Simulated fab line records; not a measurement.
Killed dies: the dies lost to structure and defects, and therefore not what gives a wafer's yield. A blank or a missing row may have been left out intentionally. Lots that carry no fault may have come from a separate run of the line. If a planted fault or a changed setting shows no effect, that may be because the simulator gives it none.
fab line records	flow nand_harc
record lots=13	wafers=39	last_day=34
route steps=1302 shown A_CHANNEL_FILL_D1@517 A_DECK1_JOINT@527 A_ONON_D2@547 END@1302
lots untouched by any fault: they come from a run of this same line in which no faults occurred
start_h: hours from the record's opening day to when the first of the lot's shown wafers began	wait_h: hours from the lot's prior step to this one	" unchanged from the row above	L1.1+2: a single row standing in for several wafers	- no value present, or no start provided	* or withheld: withheld	< > ~ a bound
route shown NAME@n: a module of which the file shows steps, and the number in the route of the first	usual: the fault-free wafers' mean and standard deviation	same: alike in all rows	chamber/n: place in a boat	sites: each site's reading	_std_site: the standard deviation of these	_edge_site: inner sites' mean taken away from outer sites' mean	radius_mm: how far each site lies from the wafer's centre	mask NAME#n: copy n	behind: tool/chamber where the wafer was last shaped	hold: why the lot was held/for how many hours/how that ended	device: whichever transistor did not switch (one of n, p or np)	end of line: tests of these same wafers at the route's end	a step given without rows: its recipe and nothing more	killed: count of dies lost to structure and defects at first sort (not the wafer's yield)	map: per-die view of a wafer (x killed, . not killed, _ where there is no die)
set.NAME: the run value of the setting; set.NAME@STEP: its run value at that earlier step	model.NAME: the simulator's own value behind a step, which no gauge read
one table for each step of the route and one row for each wafer, over a sample of lots
services: from which hour (start_h, from the record's first day; less than 0 if before it) a tool's chamber was out of use, for how many hours, and why
## steps
# step NHARC_A_CHANNEL_FILL_D1_INSPECT_13
# usual raw_defect_count=329/140
lot.wafer	tool	chamber	start_h	wait_h	raw_defect_count
L682.1	defect_inspect-01	-	265.07	0.0	220
L682.3	"	-	"	"	183
L682.4	"	-	"	"	152
L683.1	defect_inspect-02	-	269.03	0.0	446
L683.2	"	-	"	"	399
L683.4	"	-	"	"	296
L686.1	defect_inspect-01	-	305.21	0.0	267
L686.4	"	-	"	"	376
L686.6	"	-	"	"	296
L688.1	defect_inspect-02	-	328.19	0.0	336
L688.4	"	-	"	"	301
L688.5	"	-	"	"	288
L690.1	defect_inspect-02	-	339.56	0.0	402
L690.2	"	-	"	"	499
L690.6	"	-	"	"	661
L693.1	defect_inspect-02	-	363.18	0.0	304
L693.2	"	-	"	"	392
L693.6	"	-	"	"	330
L692.1	defect_inspect-01	-	363.19	0.0	380
L692.4	"	-	"	"	358
L692.5	"	-	"	"	314
L694.2	defect_inspect-02	-	382.02	0.0	225
L694.4	"	-	"	"	148
L694.6	"	-	"	"	275
L698.3	defect_inspect-01	-	429.30	0.0	405
L698.4	"	-	"	"	293
L698.6	"	-	"	"	350
L700.3	defect_inspect-02	-	437.33	0.0	261
L700.5	"	-	"	"	204
L700.6	"	-	"	"	237
L701.1	defect_inspect-02	-	457.19	0.0	550
L701.2	"	-	"	"	655
L701.3	"	-	"	"	826
L702.2	defect_inspect-02	-	464.70	0.0	344
L702.4	"	-	"	"	450
L702.6	"	-	"	"	393
L703.4	defect_inspect-01	-	473.52	0.0	337
L703.5	"	-	"	"	234
L703.6	"	-	"	"	165
# step NHARC_A_DECK1_JOINT_CMP_13
# recipe target_thk_nm=51.023
# usual motor_current_A=12.6/1.4	time_to_endpoint_s=8.3/1.7
lot.wafer	tool	chamber	start_h	wait_h	motor_current_A	time_to_endpoint_s
L682.1	cmp-04	1	275.43	0.4	14.6	9.9
L682.4	"	2	"	"	10.8	8.2
L682.3	"	3	"	"	10.3	8.9
L683.1	cmp-04	1	279.41	0.4	13.9	7.4
L683.4	"	3	"	"	10.3	8.6
L683.2	"	0	"	"	14.0	9.2
L686.4	cmp-04	1	315.57	0.4	14.2	8.6
L686.1	"	3	"	"	10.2	8.8
L686.6	"	0	"	"	14.0	7.7
L688.4	cmp-03	2	339.37	0.4	11.8	10.0
L688.1	"	0	"	"	11.4	11.0
L688.5	"	1	"	"	13.1	9.0
L690.2	cmp-03	2	349.78	0.4	11.8	8.8
L690.1	"	0	"	"	11.3	10.8
L690.6	"	2	"	"	12.1	9.0
L692.4	cmp-03	3	373.37	0.4	10.7	10.4
L692.1	"	2	"	"	12.4	11.4
L692.5	"	0	"	"	11.4	11.2
L693.1	cmp-01	3	373.37	0.4	12.8	8.9
L693.2	"	2	"	"	12.4	8.8
L693.6	"	3	"	"	12.3	8.6
L694.2	cmp-03	2	392.25	0.4	11.8	7.0
L694.4	"	0	"	"	10.9	10.3
L694.6	"	3	"	"	10.7	8.5
L698.4	cmp-04	2	443.85	0.4	11.7	4.4
L698.3	"	3	"	"	10.5	5.6
L698.6	"	0	"	"	14.2	6.1
L700.3	cmp-04	1	447.75	0.4	14.1	7.8
L700.6	"	1	"	"	14.2	5.4
L700.5	"	2	"	"	10.7	7.0
L701.3	cmp-04	1	467.38	0.4	14.2	5.3
L701.2	"	2	"	"	10.5	7.2
L701.1	"	0	"	"	14.3	8.0
L702.2	cmp-01	0	474.93	0.4	13.8	6.9
L702.4	"	2	"	"	13.2	10.9
L702.6	"	3	"	"	12.7	9.5
L703.4	cmp-04	2	483.85	0.4	10.7	7.7
L703.5	"	2	"	"	11.0	10.9
L703.6	"	3	"	"	10.4	8.3
# step NHARC_A_ONON_D2_DEP_03
# recipe target_thk_a=10000	n2_flow_sccm=2750	n2o_flow_sccm=2000	nh3_flow_sccm=500	sih4_flow_sccm=210	temp_c=400
# usual sih4_flow_sccm=210.2/0.52
lot.wafer	tool	chamber	start_h	wait_h	sih4_flow_sccm
L683.1	pecvd_onon-02	0	302.13	0.1	209.0
L683.2	"	0	"	"	209.8
L683.4	"	0	"	"	209.9
L682.1	pecvd_onon-01	0	302.15	0.1	210.1
L682.3	"	0	"	"	209.6
L682.4	"	0	"	"	210.1
L686.1	pecvd_onon-02	0	347.16	0.1	209.9
L686.4	"	0	"	"	210.5
L686.6	"	0	"	"	210.1
L688.1	pecvd_onon-01	0	366.42	0.1	209.9
L688.4	"	0	"	"	210.3
L688.5	"	0	"	"	210.3
L690.1	pecvd_onon-04	0	376.90	0.1	209.5
L690.2	"	0	"	"	210.7
L690.6	"	0	"	"	209.7
L692.1	pecvd_onon-01	0	394.83	0.1	209.7
L692.4	"	0	"	"	210.2
L692.5	"	0	"	"	210.8
L693.1	pecvd_onon-02	0	394.84	0.1	209.8
L693.2	"	0	"	"	210.3
L693.6	"	0	"	"	209.7
L694.2	pecvd_onon-02	0	413.74	0.1	210.2
L694.4	"	0	"	"	209.5
L694.6	"	0	"	"	209.5
L698.3	pecvd_onon-02	0	470.45	0.2	210.1
L698.4	"	0	"	"	210.6
L698.6	"	0	"	"	210.6
L700.3	pecvd_onon-04	0	470.60	0.2	210.9
L700.5	"	0	"	"	210.2
L700.6	"	0	"	"	209.8
L701.1	pecvd_onon-02	0	499.30	0.1	210.0
L701.2	"	0	"	"	209.7
L701.3	"	0	"	"	208.8
L702.2	pecvd_onon-01	0	499.71	0.1	209.9
L702.4	"	0	"	"	210.7
L702.6	"	0	"	"	210.5
L703.4	pecvd_onon-01	0	510.43	0.2	210.9
L703.5	"	0	"	"	210.3
L703.6	"	0	"	"	210.5
# step NHARC_A_ONON_D2_THK_MEAS_05
# recipe thk_meas_gauge=ellipsometry
# usual thk_nm=1000/9.5
lot.wafer	tool	chamber	start_h	wait_h	hold	thk_nm
L683.1	film_metro-01	-	302.64	-	-	998
L683.2	"	-	"	"	-	996
L683.4	"	-	"	"	-	998
L682.1	film_metro-02	-	302.67	-	-	1003
L682.3	"	-	"	"	-	1003
L682.4	"	-	"	"	-	1003
L686.1	film_metro-02	-	347.69	-	-	987
L686.4	"	-	"	"	-	986
L686.6	"	-	"	"	-	987
L688.1	film_metro-02	-	366.95	-	-	1006
L688.4	"	-	"	"	-	1006
L688.5	"	-	"	"	-	1007
L690.1	film_metro-01	-	377.41	-	-	1007
L690.2	"	-	"	"	-	1006
L690.6	"	-	"	"	-	1005
L692.1	film_metro-02	-	395.33	-	-	1002
L692.4	"	-	"	"	-	1001
L692.5	"	-	"	"	-	1004
L693.1	film_metro-01	-	395.35	-	await_dispo/0.2h/release	498
L693.2	"	-	"	"	await_dispo/0.2h/release	498
L693.6	"	-	"	"	await_dispo/0.2h/release	498
L693.1	film_metro-01	-	395.52	0.2	-	500
L693.2	"	-	"	"	-	498
L693.6	"	-	"	"	-	500
L694.2	film_metro-02	-	414.19	-	await_dispo/0.2h/release	510
L694.4	"	-	"	"	await_dispo/0.2h/release	508
L694.6	"	-	"	"	await_dispo/0.2h/release	509
L694.2	film_metro-02	-	414.36	0.2	-	509
L694.4	"	-	"	"	-	508
L694.6	"	-	"	"	-	509
L698.3	film_metro-02	-	470.85	-	-	992
L698.4	"	-	"	"	-	992
L698.6	"	-	"	"	-	993
L700.3	film_metro-01	-	471.00	-	-	1015
L700.5	"	-	"	"	-	1014
L700.6	"	-	"	"	-	1016
L701.1	film_metro-02	-	499.81	-	-	1010
L701.2	"	-	"	"	-	1008
L701.3	"	-	"	"	-	1011
L702.2	film_metro-02	-	500.16	-	-	997
L702.4	"	-	"	"	-	998
L702.6	"	-	"	"	-	999
L703.4	film_metro-02	-	510.76	-	-	1001
L703.5	"	-	"	"	-	1001
L703.6	"	-	"	"	-	1000
# step NHARC_A_ONON_D2_THK_MEAS_18
# recipe thk_meas_gauge=ellipsometry
# usual thk_nm=1002/9.4
lot.wafer	tool	chamber	start_h	wait_h	thk_nm
L683.1	film_metro-02	-	312.05	-	1001
L683.2	"	-	"	"	1000
L683.4	"	-	"	"	1000
L682.1	film_metro-01	-	312.05	-	1000
L682.3	"	-	"	"	997
L682.4	"	-	"	"	998
L686.1	film_metro-02	-	357.11	-	1020
L686.4	"	-	"	"	1020
L686.6	"	-	"	"	1020
L688.1	film_metro-01	-	377.78	-	1005
L688.4	"	-	"	"	1006
L688.5	"	-	"	"	1005
L690.1	film_metro-01	-	389.21	-	1015
L690.2	"	-	"	"	1016
L690.6	"	-	"	"	1015
L692.1	film_metro-02	-	406.06	-	985
L692.4	"	-	"	"	986
L692.5	"	-	"	"	986
L698.3	film_metro-02	-	480.39	-	1002
L698.4	"	-	"	"	1003
L698.6	"	-	"	"	1001
L700.3	film_metro-01	-	480.39	-	996
L700.5	"	-	"	"	995
L700.6	"	-	"	"	997
L701.1	film_metro-01	-	509.00	-	1003
L701.2	"	-	"	"	1003
L701.3	"	-	"	"	1000
L702.2	film_metro-02	-	509.01	-	996
L702.4	"	-	"	"	995
L702.6	"	-	"	"	995
L703.4	film_metro-01	-	521.94	-	998
L703.5	"	-	"	"	997
L703.6	"	-	"	"	997
# step NHARC_END_SORT_01
# recipe temp_c=25
# usual defect_limited_yield=91.8/2.3	killed_at_array=51/16	killed_at_other=0.6/0.88	killed_at_periphery=4.0/2.6	killed_dies=55/16	killed_open=3.5/1.9	killed_short=2.3/1.6	sort_bin_2_pct=2.9/1.1	sort_bin_3_pct=0.6/0.41	sort_bin_4_pct=4.6/1.3	sort_n_pass=622/16	sort_rim_yield_pct=93/3.2	sort_yield_pct=91.8/2.3
# same gross_dies=677	sort_bin_5_pct[%]=0	sort_bin_6_pct[%]=0	sort_bin_7_pct[%]=0	sort_bin_8_pct[%]=0	sort_rim_n_gross=106.00
lot.wafer	tool	chamber	start_h	wait_h	defect_limited_yield[%]	killed_at_array	killed_at_other	killed_at_periphery	killed_dies	killed_open	killed_short	sort_bin_2_pct[%]	sort_bin_3_pct[%]	sort_bin_4_pct[%]	sort_n_pass	sort_rim_yield_pct[%]	sort_yield_pct[%]
L683.1	prober-02	0	577.63	2.5	88.3	74	0	5	79	5	0	4.9	0.4	6.4	598	95	88.3
L683.2	prober-02	0	578.42	2.8	91.3	56	0	3	59	6	0	3.1	0.3	5.3	618	92	91.3
L683.4	prober-02	0	580.00	3.4	87.6	79	1	4	84	2	1	4.1	1.5	6.8	593	92	87.6
L682.1	prober-01	0	587.13	2.5	91.9	52	0	3	55	5	1	2.5	1.2	4.4	622	86	91.9
L682.3	prober-01	0	588.73	3.1	89.5	68	1	2	71	4	1	3.7	0.6	6.2	606	88	89.5
L682.4	prober-01	0	589.53	3.4	89.7	68	1	1	70	1	2	3.8	0.9	5.6	607	90	89.7
L686.1	prober-01	0	626.73	2.5	93.5	42	0	2	44	9	1	2.5	0.1	3.8	633	92	93.5
L686.4	prober-01	0	629.08	3.4	94.5	35	1	1	37	2	1	1.5	0.4	3.5	640	91	94.5
L686.6	prober-01	0	630.64	3.9	94.8	32	1	2	35	2	3	2.2	0.4	2.5	642	90	94.8
L690.1	prober-01	0	688.74	2.5	93.9	35	0	6	41	7	5	2.4	0.3	3.4	636	90	93.9
L690.2	prober-01	0	689.55	2.8	93.2	42	0	4	46	3	3	1.5	0.4	4.9	631	96	93.2
L690.6	prober-01	0	692.79	4.1	91.3	53	0	6	59	6	5	2.5	0.3	5.9	618	97	91.3
L688.1	prober-02	0	696.59	2.5	87.9	77	0	5	82	6	2	5.6	0.7	5.8	595	94	87.9
L688.4	prober-02	0	699.00	3.4	87.7	78	1	4	83	4	3	4.6	1.0	6.6	594	89	87.7
L688.5	prober-02	0	699.80	3.7	88.8	72	0	4	76	5	2	3.5	1.6	6.1	601	92	88.8
L692.1	prober-02	0	712.34	2.5	92.8	43	1	5	49	4	2	2.8	0.3	4.1	628	94	92.8
L692.4	prober-02	0	714.71	3.4	93.1	44	0	3	47	4	4	3.2	0.9	2.8	630	94	93.1
L692.5	prober-02	0	715.50	3.7	93.1	40	0	7	47	5	4	2.1	0.1	4.7	630	95	93.1
L698.3	prober-01	0	765.05	3.1	91.4	54	1	3	58	3	0	3.5	1.5	3.5	619	93	91.4
L698.4	prober-01	0	765.86	3.4	91.4	56	0	2	58	5	0	4.1	1.0	3.4	619	91	91.4
L698.6	prober-01	0	767.49	4.1	89.5	66	2	3	71	3	5	3.8	1.0	5.6	606	90	89.5
L700.3	prober-02	0	766.57	3.1	90.5	58	0	6	64	4	4	3.0	0.7	5.8	613	92	90.5
L700.5	prober-02	0	768.17	3.7	91.0	58	0	3	61	3	2	3.0	0.7	5.3	616	93	91.0
L700.6	prober-02	0	768.97	4.0	90.8	56	0	6	62	1	0	2.7	0.1	6.4	615	91	90.8
L702.2	prober-01	0	778.77	2.8	92.3	52	0	0	52	1	1	2.8	0.9	4.0	625	92	92.3
L702.4	prober-01	0	780.38	3.4	92.0	54	0	0	54	2	1	3.0	0.4	4.6	623	93	92.0
L702.6	prober-01	0	781.99	4.0	91.9	54	0	1	55	4	4	2.8	0.3	5.0	622	89	91.9
L701.1	prober-02	0	794.18	2.5	94.7	26	1	9	36	2	1	1.3	0	4.0	641	91	94.7
L701.2	prober-02	0	794.98	2.8	94.8	24	3	8	35	2	4	1.0	0.1	4.0	642	94	94.8
L701.3	prober-02	0	795.78	3.1	95.6	24	1	5	30	5	3	1.2	0.1	3.1	647	98	95.6
L703.4	prober-01	0	816.81	3.4	91.3	54	0	5	59	5	2	2.7	0.7	5.3	618	92	91.3
L703.5	prober-01	0	817.61	3.7	92.9	44	1	3	48	2	3	2.7	1.0	3.4	629	92	92.9
L703.6	prober-01	0	818.42	4.0	93.4	43	0	2	45	3	1	2.4	0.3	4.0	632	89	93.4
# killed by level:class
L683.1 A_CHANNEL_HOLE_D1:chamber_film_flake=35 A_SLIT:chamber_film_flake=19 A_CHANNEL_HOLE_D2:chamber_film_flake=11 P_M0:geometric_particle:open=3 A_CONTACT:chamber_film_flake=3 A_WL_FILL:chamber_film_flake=2 A_BLC:chamber_film_flake=2 P_CONTACT:geometric_particle:open=1
L683.2 A_SLIT:chamber_film_flake=21 A_CHANNEL_HOLE_D1:chamber_film_flake=14 A_CHANNEL_HOLE_D2:chamber_film_flake=8 A_BLC:chamber_film_flake=3 A_CHANNEL_FILL_D2:geometric_particle:open=2 A_M0:geometric_particle:open=2 A_CONTACT:chamber_film_flake=2 A_CHANNEL_FILL_D1:geometric_particle:open=1
L683.4 A_CHANNEL_HOLE_D1:chamber_film_flake=34 A_SLIT:chamber_film_flake=19 A_CHANNEL_HOLE_D2:chamber_film_flake=10 A_CONTACT:chamber_film_flake=6 A_BLC:chamber_film_flake=5 P_BONDPAD:chamber_film_flake=2 A_WL_FILL:chamber_film_flake=2 P_M0:geometric_particle:short=1
L682.1 A_CHANNEL_HOLE_D1:chamber_film_flake=18 A_CHANNEL_HOLE_D2:chamber_film_flake=17 A_CONTACT:chamber_film_flake=4 P_GATE:chamber_film_flake=3 A_STAIRCASE:chamber_film_flake=2 A_BLC:chamber_film_flake=2 A_ONON_D1:geometric_particle:open=1 A_ONON_D2:geometric_particle:open=1
L682.3 A_CHANNEL_HOLE_D1:chamber_film_flake=31 A_CHANNEL_HOLE_D2:chamber_film_flake=18 A_BLC:chamber_film_flake=7 A_CHANNEL_FILL_D1:chamber_film_flake=2 A_WL_FILL:chamber_film_flake=2 A_CONTACT:chamber_film_flake=2 P_CONTACT:geometric_particle:open=1 A_WL_FILL:geometric_particle:open=1
L682.4 A_CHANNEL_HOLE_D2:chamber_film_flake=35 A_CHANNEL_HOLE_D1:chamber_film_flake=17 A_BLC:chamber_film_flake=6 A_CONTACT:chamber_film_flake=4 A_STAIRCASE:chamber_film_flake=2 A_WL_FILL:geometric_particle:short=1 A_M0:geometric_particle:open=1 P_BONDPAD:chamber_film_flake=1
L686.1 A_CHANNEL_HOLE_D2:chamber_film_flake=22 A_CONTACT:chamber_film_flake=4 A_ONON_D1:geometric_particle:open=3 A_CHANNEL_FILL_D1:geometric_particle:open=2 A_CHANNEL_HOLE_D1:chamber_film_flake=2 A_CHANNEL_FILL_D2:chamber_film_flake=2 A_WL_FILL:chamber_film_flake=2 P_CONTACT:geometric_particle:short=1
L686.4 A_CHANNEL_HOLE_D2:chamber_film_flake=22 A_CONTACT:chamber_film_flake=5 A_CHANNEL_HOLE_D1:chamber_film_flake=4 A_ONON_D1:geometric_particle:open=1 A_CHANNEL_FILL_D2:geometric_particle:short=1 A_CHANNEL_FILL_D2:geometric_particle:open=1 P_STI:chamber_film_flake=1 A_WL_FILL:chamber_film_flake=1
L686.6 A_CHANNEL_HOLE_D2:chamber_film_flake=19 A_CHANNEL_HOLE_D1:chamber_film_flake=4 A_CONTACT:chamber_film_flake=2 P_CONTACT:geometric_particle:open=1 A_CHANNEL_FILL_D1:geometric_particle:short=1 A_ONON_D2:geometric_particle:short=1 A_ONON_D2:geometric_particle:open=1 P_GATE:chamber_film_flake=1
L690.1 A_CHANNEL_HOLE_D1:chamber_film_flake=20 P_BONDPAD:chamber_film_flake=3 A_ZERO_WELL:chamber_film_flake=2 P_GATE:geometric_particle:short=1 P_M0:geometric_particle:open=1 P_M0:geometric_particle:short=1 A_CHANNEL_FILL_D1:geometric_particle:short=1 A_CHANNEL_FILL_D1:geometric_particle:open=1
L690.2 A_CHANNEL_HOLE_D1:chamber_film_flake=29 A_CONTACT:chamber_film_flake=3 A_WL_FILL:chamber_film_flake=2 A_ZERO_WELL:chamber_film_flake=2 A_STAIRCASE:chamber_film_flake=2 P_GATE:geometric_particle:short=1 P_CONTACT:geometric_particle:open=1 P_M0:geometric_particle:open=1
L690.6 A_CHANNEL_HOLE_D1:chamber_film_flake=42 P_GATE:geometric_particle:open=2 P_CONTACT:geometric_particle:open=2 A_WL_FILL:geometric_particle:short=2 A_STAIRCASE:chamber_film_flake=2 A_SLIT:chamber_film_flake=2 A_WL_FILL:chamber_film_flake=1 P_CONTACT:geometric_particle:short=1
L688.1 A_CHANNEL_HOLE_D1:chamber_film_flake=30 A_SLIT:chamber_film_flake=28 A_CHANNEL_HOLE_D2:chamber_film_flake=6 A_STAIRCASE:chamber_film_flake=5 P_M0:geometric_particle:open=3 A_DECK1_JOINT:chamber_film_flake=2 P_GATE:geometric_particle:open=1 P_CONTACT:geometric_particle:open=1
L688.4 A_CHANNEL_HOLE_D1:chamber_film_flake=29 A_SLIT:chamber_film_flake=23 A_CHANNEL_HOLE_D2:chamber_film_flake=11 A_STAIRCASE:chamber_film_flake=7 P_STI:geometric_particle:short=1 P_GATE:geometric_particle:open=1 P_M0:geometric_particle:open=1 A_ONON_D2:geometric_particle:open=1
L688.5 A_CHANNEL_HOLE_D1:chamber_film_flake=28 A_SLIT:chamber_film_flake=18 A_CHANNEL_HOLE_D2:chamber_film_flake=7 A_STAIRCASE:chamber_film_flake=5 A_CONTACT:chamber_film_flake=3 P_M1:geometric_particle:open=2 A_WL_FILL:chamber_film_flake=2 P_ZERO_WELL:chamber_film_flake=2
L692.1 A_CHANNEL_HOLE_D2:chamber_film_flake=24 A_CHANNEL_HOLE_D1:chamber_film_flake=4 A_CONTACT:chamber_film_flake=4 P_M2:chamber_film_flake=3 A_ZERO_WELL:chamber_film_flake=2 A_CHANNEL_FILL_D1:chamber_film_flake=2 A_SLIT:chamber_film_flake=2 A_ONON_D1:geometric_particle:short=1
L692.4 A_CHANNEL_HOLE_D2:chamber_film_flake=18 A_CHANNEL_HOLE_D1:chamber_film_flake=8 A_SLIT:chamber_film_flake=4 P_M2:chamber_film_flake=3 A_STAIRCASE:chamber_film_flake=3 A_CHANNEL_FILL_D2:geometric_particle:open=2 A_CONTACT:chamber_film_flake=2 A_ONON_D1:geometric_particle:short=1
L692.5 A_CHANNEL_HOLE_D2:chamber_film_flake=18 A_CHANNEL_HOLE_D1:chamber_film_flake=9 A_CONTACT:chamber_film_flake=4 P_M2:chamber_film_flake=3 A_CHANNEL_FILL_D2:geometric_particle:open=2 P_GATE:geometric_particle:short=1 P_CONTACT:geometric_particle:open=1 P_CONTACT:geometric_particle:short=1
L698.3 A_SLIT:chamber_film_flake=23 A_CHANNEL_HOLE_D1:chamber_film_flake=14 A_CHANNEL_HOLE_D2:chamber_film_flake=13 P_CONTACT:chamber_film_flake=2 A_CHANNEL_FILL_D1:geometric_particle:open=1 A_M1:geometric_particle:open=1 STARTING-WAFER:geometric_particle:open=1 P_GATE:chamber_film_flake=1
L698.4 A_SLIT:chamber_film_flake=19 A_CHANNEL_HOLE_D2:chamber_film_flake=16 A_CHANNEL_HOLE_D1:chamber_film_flake=13 A_ONON_D1:geometric_particle:open=2 A_STAIRCASE:chamber_film_flake=2 P_CONTACT:geometric_particle:open=1 P_M0:geometric_particle:open=1 A_M0:geometric_particle:open=1
L700.3 A_CHANNEL_HOLE_D2:chamber_film_flake=16 A_CHANNEL_HOLE_D1:chamber_film_flake=13 A_BLC:chamber_film_flake=7 A_STAIRCASE:chamber_film_flake=6 A_SLIT:chamber_film_flake=5 A_CONTACT:chamber_film_flake=5 A_WL_FILL:chamber_film_flake=2 P_CONTACT:geometric_particle:open=1
L698.6 A_SLIT:chamber_film_flake=23 A_CHANNEL_HOLE_D2:chamber_film_flake=18 A_CHANNEL_HOLE_D1:chamber_film_flake=11 A_STAIRCASE:chamber_film_flake=5 STARTING-WAFER:geometric_particle:short=2 P_M0:geometric_particle:short=1 P_M1:geometric_particle:open=1 A_CHANNEL_FILL_D1:geometric_particle:open=1
L700.5 A_CHANNEL_HOLE_D2:chamber_film_flake=25 A_CONTACT:chamber_film_flake=8 A_SLIT:chamber_film_flake=7 A_CHANNEL_HOLE_D1:chamber_film_flake=6 A_STAIRCASE:chamber_film_flake=4 A_BLC:chamber_film_flake=3 P_M0:geometric_particle:open=1 A_CHANNEL_FILL_D1:geometric_particle:open=1
L700.6 A_CHANNEL_HOLE_D2:chamber_film_flake=20 A_CHANNEL_HOLE_D1:chamber_film_flake=12 A_CONTACT:chamber_film_flake=10 A_BLC:chamber_film_flake=5 P_BONDPAD:chamber_film_flake=4 A_STAIRCASE:chamber_film_flake=3 A_SLIT:chamber_film_flake=3 A_ONON_D2:geometric_particle:open=1
L702.2 A_CHANNEL_HOLE_D2:chamber_film_flake=25 A_CHANNEL_HOLE_D1:chamber_film_flake=10 A_CONTACT:chamber_film_flake=6 A_SLIT:chamber_film_flake=3 A_STAIRCASE:chamber_film_flake=3 A_DECK1_JOINT:chamber_film_flake=2 A_DECK1_JOINT:geometric_particle:short=1 A_WL_FILL:geometric_particle:open=1
L702.4 A_CHANNEL_HOLE_D2:chamber_film_flake=27 A_CHANNEL_HOLE_D1:chamber_film_flake=7 A_SLIT:chamber_film_flake=6 A_CONTACT:chamber_film_flake=6 A_WL_FILL:chamber_film_flake=2 A_ONON_D1:geometric_particle:open=1 A_DECK1_JOINT:geometric_particle:open=1 A_CHANNEL_FILL_D2:geometric_particle:short=1
L702.6 A_CHANNEL_HOLE_D2:chamber_film_flake=25 A_CHANNEL_HOLE_D1:chamber_film_flake=8 A_SLIT:chamber_film_flake=5 A_CONTACT:chamber_film_flake=4 A_STAIRCASE:chamber_film_flake=3 A_CHANNEL_FILL_D1:geometric_particle:open=1 A_DECK1_JOINT:geometric_particle:short=1 A_ONON_D2:geometric_particle:short=1
L701.1 A_SLIT:chamber_film_flake=8 P_CONTACT:chamber_film_flake=5 A_WL_FILL:chamber_film_flake=4 P_ZERO_WELL:chamber_film_flake=3 A_DECK1_JOINT:chamber_film_flake=3 A_STAIRCASE:chamber_film_flake=3 A_CHANNEL_HOLE_D2:chamber_film_flake=2 A_CONTACT:chamber_film_flake=2
L701.2 A_SLIT:chamber_film_flake=10 P_CONTACT:chamber_film_flake=6 A_STAIRCASE:chamber_film_flake=3 THIN_TSV:chamber_film_flake=3 A_WL_FILL:chamber_film_flake=2 A_CONTACT:chamber_film_flake=2 A_ONON_D1:geometric_particle:short=1 A_ONON_D2:geometric_particle:short=1
L701.3 A_SLIT:chamber_film_flake=11 A_CHANNEL_HOLE_D2:chamber_film_flake=3 A_ONON_D2:geometric_particle:short=2 P_ZERO_WELL:chamber_film_flake=2 P_GATE:geometric_particle:open=1 A_ONON_D1:geometric_particle:open=1 A_CHANNEL_HOLE_D1:geometric_particle:open=1 A_CHANNEL_FILL_D1:geometric_particle:short=1
L703.4 A_CHANNEL_HOLE_D1:chamber_film_flake=18 A_SLIT:chamber_film_flake=13 A_CONTACT:chamber_film_flake=8 A_STAIRCASE:chamber_film_flake=7 A_CHANNEL_FILL_D2:chamber_film_flake=2 P_STI:geometric_particle:short=1 P_M0:geometric_particle:open=1 P_M1:geometric_particle:open=1
L703.5 A_CHANNEL_HOLE_D1:chamber_film_flake=15 A_SLIT:chamber_film_flake=13 A_CONTACT:chamber_film_flake=5 A_STAIRCASE:chamber_film_flake=4 P_M1:chamber_film_flake=2 P_M0:geometric_particle:open=1 A_ONON_D1:geometric_particle:short=1 A_CHANNEL_FILL_D1:geometric_particle:short=1
L703.6 A_CHANNEL_HOLE_D1:chamber_film_flake=19 A_CONTACT:chamber_film_flake=9 A_SLIT:chamber_film_flake=3 A_CHANNEL_HOLE_D2:chamber_film_flake=2 A_STAIRCASE:chamber_film_flake=2 A_WL_FILL:chamber_film_flake=2 A_ONON_D1:geometric_particle:short=1 A_CHANNEL_FILL_D2:geometric_particle:open=1
## services
tool	chamber	start_h	hours	kind
cmp-03	-	260.44	4.0	pm
pecvd_onon-01	-	269.24	13.0	pm
cmp-01	-	275.61	1.7	repair
cmp-03	-	278.25	1.2	repair
cmp-01	-	283.50	4.0	pm
cmp-04	-	297.14	7.9	repair
cmp-04	-	305.76	1.1	repair
cmp-04	-	307.13	4.0	pm
pecvd_onon-04	-	311.39	13.0	pm
cmp-03	-	313.19	0.6	repair
cmp-01	-	316.63	0.6	repair
cmp-01	-	317.91	1.1	repair
cmp-01	-	353.99	0.6	repair
cmp-03	-	354.75	1.5	repair
cmp-03	-	358.44	4.0	pm
pecvd_onon-02	-	366.00	13.0	pm
cmp-01	-	381.50	4.0	pm
pecvd_onon-02	-	401.06	0.1	repair
cmp-04	-	405.13	4.0	pm
cmp-04	-	445.90	1.4	repair
pecvd_onon-01	-	450.24	13.0	pm
cmp-03	-	456.44	4.0	pm
pecvd_onon-04	-	475.39	2.4	repair
cmp-04	-	503.13	4.0	pm
## key
first_sign step=NHARC_A_ONON_D2_THK_MEAS_05	reading=visit	direction=added
effect step=NHARC_A_ONON_D2_THK_MEAS_05	reading=thk_nm	direction=down	sigmas=53	usual=1000	struck=503
met_at NHARC_A_ONON_D2_DEP_03
struck_lots L693,L694
struck_wafers L693.1,L693.2,L693.6,L694.2,L694.4,L694.6
scrapped_behind NHARC_A_ONON_D2_THK_MEAS_05 L693.1,L693.2,L693.6,L694.2,L694.4,L694.6
not_acting_at NHARC_A_CHANNEL_FILL_D1_INSPECT_13,NHARC_A_DECK1_JOINT_CMP_13,NHARC_A_ONON_D2_THK_MEAS_18
onset_between 347.16 394.84
fault kind=process_parameter_drift	tool=pecvd_onon-02	chamber=0	onset_h=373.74	steps=NHARC_A_ONON_D2_DEP_03	channel=target_thk_a	offset=*	shape=step	end_h=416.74	acts_in=*	stated=*
